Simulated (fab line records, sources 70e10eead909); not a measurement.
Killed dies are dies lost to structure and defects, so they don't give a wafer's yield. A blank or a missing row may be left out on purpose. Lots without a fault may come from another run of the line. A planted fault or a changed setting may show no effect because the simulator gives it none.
Chamber matching | flow nand_harc | NHARC_A_BLC_CMP_25 on cmp-01: 4 sister chambers
The step polishes, t overpolish 30 s, target thk 150 nm. 8 wafers are shown with their chamber, then 7 later ones without.

WAFERS WITH THEIR CHAMBER
wafer  | chamber | motor_current_A (A) | overpolish_run_s (s)
L603.3 | 1       | 13.6                | 29.997
L612.4 | 1       | 14.2                | 29.989
L621.4 | 0       | 11.9                | 30.011
L622.1 | 3       | 11.4                | 29.998
L622.2 | 2       | 10.9                | 29.996
L622.5 | 0       | 12.5                | 30.009
L624.2 | 2       | 11.9                | 29.980
L624.3 | 3       | 11.8                | 30.013

WAFERS WITHOUT THEIR CHAMBER
wafer  | motor_current_A (A) | overpolish_run_s (s)
L624.5 | 11.7                | 30.004
L623.2 | 11.5                | 30.001
L623.3 | 14.5                | 29.987
L623.4 | 11.3                | 30.001
L625.1 | 14.5                | 30.001
L625.2 | 12.0                | 30.004
L625.3 | 11.8                | 29.997

WHICH CHAMBER EACH WENT THROUGH
wafer  | from the rows above          | in truth
L624.5 | can't be placed: 3 or 0 or 2 | 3
L623.2 | can't be placed: 3 or 2 or 0 | 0
L623.3 | 1                            | 1
L623.4 | can't be placed: 3 or 2 or 0 | 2
L625.1 | 1                            | 1
L625.2 | can't be placed: 0 or 3 or 2 | 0
L625.3 | can't be placed: 3 or 2 or 0 | 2
Placed correctly: 2 of 7. Can't be placed from these rows: 5 (the true chamber is among the candidates in 5). Placed wrongly: 0.
How it was worked out, from the rows above alone: a wafer's distance from a chamber is the root of the sum, over the readings, of the square of ((its reading less the chamber's mean) divided by the reading's scatter). The wafer belongs to the nearest chamber; if the next one is less than 2 further off, it can't be placed. A chamber's mean is the mean of its shown wafers. The scatter: the root of (the sum of the squares of (reading less its chamber's mean) over the shown wafers, divided by (wafers less chambers)).
